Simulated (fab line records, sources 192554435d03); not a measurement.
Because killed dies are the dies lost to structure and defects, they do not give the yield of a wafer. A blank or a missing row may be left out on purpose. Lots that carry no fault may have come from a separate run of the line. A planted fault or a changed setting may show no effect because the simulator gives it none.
Matching of chambers ; flow n5-finfet ; 3 sister chambers for N5_MOL_CONTACT_COAG_CONTACT_ETCH_14 on rie-diel-06
The step etches SiO2 in C4F6/O2, target depth 27.5 nm, overetch 8.5 nm, time 20 s. 14 wafers are shown with their chamber, then 7 later ones without.

## WAFERS WITH THEIR CHAMBER
wafer;chamber;showerhead-plenum-p-Torr (Torr);drypump-motor-current-A (A);throttle-valve-pct (%)
L079.3;0;2.95;5.9;21.40
L079.5;2;2.78;5.3;21.64
L079.6;3;2.86;5.9;21.96
L083.4;2;2.78;5.3;21.66
L083.5;0;2.94;6.0;21.42
L083.6;3;2.86;5.9;21.98
L084.3;3;2.86;5.9;21.99
L084.4;3;2.86;5.9;21.99
L084.5;0;2.94;5.9;21.44
L085.2;3;2.86;5.9;21.99
L085.3;0;2.94;5.9;21.43
L085.6;0;2.94;5.9;21.43
L088.1;3;2.85;5.9;21.99
L088.2;0;2.93;6.0;21.46

SIGNATURES, as means of the wafers listed above
reading;chamber 0;chamber 2;chamber 3;scatter within a chamber
showerhead-plenum-p-Torr;2.9400;2.7800;2.8583;0.00508
drypump-motor-current-A;5.933;5.300;5.900;0.0348
throttle-valve-pct;21.4300;21.6500;21.9833;0.0163
Rule: distance of a wafer from a chamber = root of the sum over the readings of ((wafer's reading minus chamber's mean) / reading's scatter) squared. The wafer belongs to the nearest chamber; if the next one is less than 2 further off, it can't be placed. The scatter is the square root of a quotient: the sum, over the shown wafers, of each reading's squared deviation from its chamber's mean, divided by wafers minus chambers.

## WAFERS WITH NO CHAMBER GIVEN
wafer;showerhead-plenum-p-Torr (Torr);drypump-motor-current-A (A);throttle-valve-pct (%)
L088.4;2.85;5.9;21.99
L089.1;2.77;5.3;21.68
L089.4;2.93;5.9;21.47
L089.6;2.77;5.3;21.69
L092.2;2.77;5.3;21.69
L092.4;2.77;5.2;21.68
L092.6;2.77;5.2;21.69

## WHICH CHAMBER EACH ONE RAN IN
wafer;from the rows above;in truth
L088.4;3;3
L089.1;2;2
L089.4;0;0
L089.6;2;2
L092.2;2;2
L092.4;2;2
L092.6;2;2
7 of 7 placed correctly. Not placeable from these rows: 0. Number placed wrongly: 0.
